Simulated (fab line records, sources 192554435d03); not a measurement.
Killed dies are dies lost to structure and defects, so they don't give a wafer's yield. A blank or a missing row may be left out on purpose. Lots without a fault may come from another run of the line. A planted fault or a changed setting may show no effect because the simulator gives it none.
Tool commonality check | flow n5_finfet | 10 lots, 30 wafers sampled

WHY IT WAS OPENED
At N5_BEOL_M14_INSPECT_30 the reading raw_defect_count is flagged on 2 of 10 lots. Wafers without a fault read 2.3, standard deviation 1.4.
Rule: a lot is flagged when every wafer of it that has a number lies more than 4 standard deviations from that mean, or none has a number. The other lots count as sound.

lot  | measured     | on                | raw_defect_count, wafer by wafer | flag
L404 | day 11 00:02 | defect_inspect-01 | 5 4 1                            |
L409 | day 12 07:20 | defect_inspect-02 | 3 3 2                            |
L412 | day 13 15:10 | defect_inspect-02 | 2 2 4                            |
L416 | day 14 07:18 | defect_inspect-02 | 2 0 1                            |
L415 | day 14 16:51 | defect_inspect-01 | 4 3 4                            |
L421 | day 15 22:16 | defect_inspect-01 | 263 278 247                      | FLAGGED
L423 | day 16 07:18 | defect_inspect-01 | 1 3 1                            |
L424 | day 16 11:07 | defect_inspect-02 | 272 267 287                      | FLAGGED
L426 | day 17 05:34 | defect_inspect-01 | 3 3 3                            |
L427 | day 17 11:44 | defect_inspect-02 | 2 0 2                            |
The numbers of the flagged lots are 269.0 on average: +266.7 against the usual, or +99 or more standard deviations.

WHICH TOOL RAN EACH LOT
The record holds 1 process step before the reading, out of a route of 1938 steps. In each cell: the tool, then ch and the chambers that the sampled wafers went through, then the start.
lot  | flag    | N5_BEOL_M14_VIA_ETCH_16
L404 |         | rie_diel-06 ch 0,2,3, day 10 23:17
L409 |         | rie_diel-06 ch 2,3, day 12 06:28
L412 |         | rie_diel-05 ch 0,3, day 13 14:26
L416 |         | rie_diel-05 ch 1,2,3, day 14 06:34
L415 |         | rie_diel-02 ch 0,1,3, day 14 16:00
L421 | FLAGGED | rie_diel-05 ch 0,1, day 15 21:25
L423 |         | rie_diel-06 ch 0,1,3, day 16 06:35
L424 | FLAGGED | rie_diel-05 ch 0,1,3, day 16 10:23
L426 |         | rie_diel-02 ch 1,2, day 17 04:43
L427 |         | rie_diel-06 ch 0,1,2, day 17 10:53
What these steps do:
- N5_BEOL_M14_VIA_ETCH_16: etches SiO2 in C4F8/O2/Ar, target depth 1231.3 nm.
- N5_BEOL_M14_INSPECT_30: inspects for defects (macro).

FLAGGED OVER TOTAL, TOOL BY TOOL (the gauges that took the reading come last)
step                    | tool              | lots run | flagged | share of the flagged lots | sound lots run after its first flagged lot
N5_BEOL_M14_VIA_ETCH_16 | rie_diel-02       | 2        | 0       | none                      | -
N5_BEOL_M14_VIA_ETCH_16 | rie_diel-05       | 4        | 2       | all                       | 0
N5_BEOL_M14_VIA_ETCH_16 | rie_diel-06       | 4        | 0       | none                      | -
N5_BEOL_M14_INSPECT_30  | defect_inspect-01 | 5        | 1       | some                      | 2 (L423,L426)
N5_BEOL_M14_INSPECT_30  | defect_inspect-02 | 5        | 1       | some                      | 1 (L427)

WHAT THE TABLE ALLOWS
1 row of the table ran every flagged lot: rie_diel-05 at N5_BEOL_M14_VIA_ETCH_16.
- rie_diel-05 at N5_BEOL_M14_VIA_ETCH_16: 2 of its 4 lots flagged. Its last sound lot is L416 (day 14 06:34), its first flagged lot L421 (day 15 21:25): a fault that began between those two fits.
One tool is left: rie_diel-05 at N5_BEOL_M14_VIA_ETCH_16.

WHAT THE SIMULATOR HAD PUT IN
Chamber particle source: rie_diel-05, from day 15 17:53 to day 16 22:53, at N5_BEOL_M14_VIA_ETCH_16. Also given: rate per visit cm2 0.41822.
Lots struck among those shown: L421, L424. The rule above found the same.
